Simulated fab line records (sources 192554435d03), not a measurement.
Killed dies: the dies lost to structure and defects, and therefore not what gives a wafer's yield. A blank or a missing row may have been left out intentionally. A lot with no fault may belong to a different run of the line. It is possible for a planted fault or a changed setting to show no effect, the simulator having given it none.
Which tool is to blame? || flow n5-finfet || Sampling: 11 lots, 31 wafers, 4 of 1938 route steps

== WHAT THE GAUGES SHOWED, per wafer ==
N5_BEOL_M11_THK_MEAS_01.
{"lot": "L466", "measured": "day 10 19:58", "on": "film-metro-01", "M11_ILD_THK (nm)": "266 268"}
{"lot": "L467", "measured": "day 11 00:46", "on": "film-metro-02", "M11_ILD_THK (nm)": "268 272 271"}
{"lot": "L471", "measured": "day 12 00:53", "on": "film-metro-01", "M11_ILD_THK (nm)": "192 267 268"}
{"lot": "L470", "measured": "day 12 01:41", "on": "film-metro-02", "M11_ILD_THK (nm)": "269 273 266"}
{"lot": "L472", "measured": "day 12 01:58", "on": "film-metro-01", "M11_ILD_THK (nm)": "193 270"}
{"lot": "L481", "measured": "day 14 01:39", "on": "film-metro-02", "M11_ILD_THK (nm)": "269 273 276"}
{"lot": "L482", "measured": "day 14 16:45", "on": "film-metro-02", "M11_ILD_THK (nm)": "264 266 273"}
{"lot": "L483", "measured": "day 14 16:12", "on": "film-metro-01", "M11_ILD_THK (nm)": "268 271 272"}
{"lot": "L486", "measured": "day 15 13:36", "on": "film-metro-01", "M11_ILD_THK (nm)": "264 266 268"}
{"lot": "L488", "measured": "day 15 21:44", "on": "film-metro-01", "M11_ILD_THK (nm)": "267 262 268"}
{"lot": "L489", "measured": "day 16 07:14", "on": "film-metro-02", "M11_ILD_THK (nm)": "271 274 277"}

== TOOL THAT RAN EACH LOT (tool first, then ch and the chambers of the sampled wafers, then the start) ==
{"lot": "L466", "N5_BEOL_M10_TRENCH_ETCH_37": "rie-diel-01 ch 2, day 10 17:04 or earlier", "N5_BEOL_M10_DEGAS_44": "pvd-sputter-03, day 10 17:04", "N5_BEOL_M11_ILD_DEP_00": "pecvd-04 ch 1, day 10 19:22"}
{"lot": "L467", "N5_BEOL_M10_TRENCH_ETCH_37": "rie-diel-03 ch 0,3, day 10 20:38 or earlier", "N5_BEOL_M10_DEGAS_44": "pvd-sputter-03, day 10 20:38", "N5_BEOL_M11_ILD_DEP_00": "pecvd-02 ch 0,1, day 11 00:10"}
{"lot": "L471", "N5_BEOL_M10_TRENCH_ETCH_37": "rie-diel-01 ch 0,2,3, day 11 22:35 or earlier", "N5_BEOL_M10_DEGAS_44": "pvd-sputter-03, day 11 22:35", "N5_BEOL_M11_ILD_DEP_00": "pecvd-04 ch 0,2, day 12 00:17"}
{"lot": "L470", "N5_BEOL_M10_TRENCH_ETCH_37": "rie-diel-03 ch 0,1,2, day 11 23:09 or earlier", "N5_BEOL_M10_DEGAS_44": "pvd-sputter-02, day 11 23:09", "N5_BEOL_M11_ILD_DEP_00": "pecvd-02 ch 0,1,2, day 12 01:06"}
{"lot": "L472", "N5_BEOL_M10_TRENCH_ETCH_37": "rie-diel-01 ch 2,3, day 11 23:23 or earlier", "N5_BEOL_M10_DEGAS_44": "pvd-sputter-02, day 11 23:23", "N5_BEOL_M11_ILD_DEP_00": "pecvd-04 ch 1,2, day 12 01:22"}
{"lot": "L481", "N5_BEOL_M10_TRENCH_ETCH_37": "rie-diel-01 ch 1,3, day 13 22:00 or earlier", "N5_BEOL_M10_DEGAS_44": "pvd-sputter-02, day 13 22:00", "N5_BEOL_M11_ILD_DEP_00": "pecvd-01 ch 1,2, day 14 01:01"}
{"lot": "L482", "N5_BEOL_M10_TRENCH_ETCH_37": "rie-diel-03 ch 1,2,3, day 14 13:40 or earlier", "N5_BEOL_M10_DEGAS_44": "pvd-sputter-01, day 14 13:40", "N5_BEOL_M11_ILD_DEP_00": "pecvd-01 ch 0,1,2, day 14 16:10"}
{"lot": "L483", "N5_BEOL_M10_TRENCH_ETCH_37": "rie-diel-01 ch 0,2,3, day 14 13:31 or earlier", "N5_BEOL_M10_DEGAS_44": "pvd-sputter-01, day 14 13:31", "N5_BEOL_M11_ILD_DEP_00": "pecvd-02 ch 0, day 14 15:35"}
{"lot": "L486", "N5_BEOL_M10_TRENCH_ETCH_37": "rie-diel-03 ch 1,2,3, day 15 11:09 or earlier", "N5_BEOL_M10_DEGAS_44": "pvd-sputter-02, day 15 11:09", "N5_BEOL_M11_ILD_DEP_00": "pecvd-04 ch 1,2, day 15 13:01"}
{"lot": "L488", "N5_BEOL_M10_TRENCH_ETCH_37": "rie-diel-03 ch 0,2,3, day 15 19:07 or earlier", "N5_BEOL_M10_DEGAS_44": "pvd-sputter-02, day 15 19:07", "N5_BEOL_M11_ILD_DEP_00": "pecvd-04 ch 0,2, day 15 21:09"}
{"lot": "L489", "N5_BEOL_M10_TRENCH_ETCH_37": "rie-diel-01 ch 0,1, day 16 04:13 or earlier", "N5_BEOL_M10_DEGAS_44": "pvd-sputter-01, day 16 04:13", "N5_BEOL_M11_ILD_DEP_00": "pecvd-01 ch 0, day 16 06:20"}
- N5_BEOL_M10_TRENCH_ETCH_37: etches SiCOH lowk in C4F6/O2, target depth 148.83 nm, time 48 s.
- N5_BEOL_M10_DEGAS_44: time 60 s.
- N5_BEOL_M11_ILD_DEP_00: deposits SiCOH lowk from DEMS/porogen, target thk 308.51 nm, time 58 s.

== THE ANSWER, worked out from the rows above alone ==
Rule: the lots themselves supply what counts as usual. The widest of any qualifying gaps counts: lots, ordered by their means at a reading, are off when they make up no more than a third of the lots, leave a main group of 4 or more, and stand apart from it by 3 or more times the standard deviation of that group's means. If all means in a main group match to the digits the tables above print for the reading, that group is not used. A lot without any number at a reading at which 4 lots or more have one is off too. Where the step has rows for the other lots, those lots are counted as sound.
Off: at N5_BEOL_M11_THK_MEAS_01 (M11_ILD_THK), L471, L472. The main group has a mean of 269 nm with a standard deviation of 2.7.
If a tool, at a process step before that reading, ran all the lots that are off and no sound lot after the first of them, it fits. Those tools and the gauges at N5_BEOL_M11_THK_MEAS_01 are tried in the same way. N5_BEOL_M10_TRENCH_ETCH_37 gives no start for some lots, so the hours and the order of its lots are those of N5_BEOL_M10_DEGAS_44. Of those tried, none fits.

== WHAT HAD BEEN PUT IN BY THE SIMULATOR ==
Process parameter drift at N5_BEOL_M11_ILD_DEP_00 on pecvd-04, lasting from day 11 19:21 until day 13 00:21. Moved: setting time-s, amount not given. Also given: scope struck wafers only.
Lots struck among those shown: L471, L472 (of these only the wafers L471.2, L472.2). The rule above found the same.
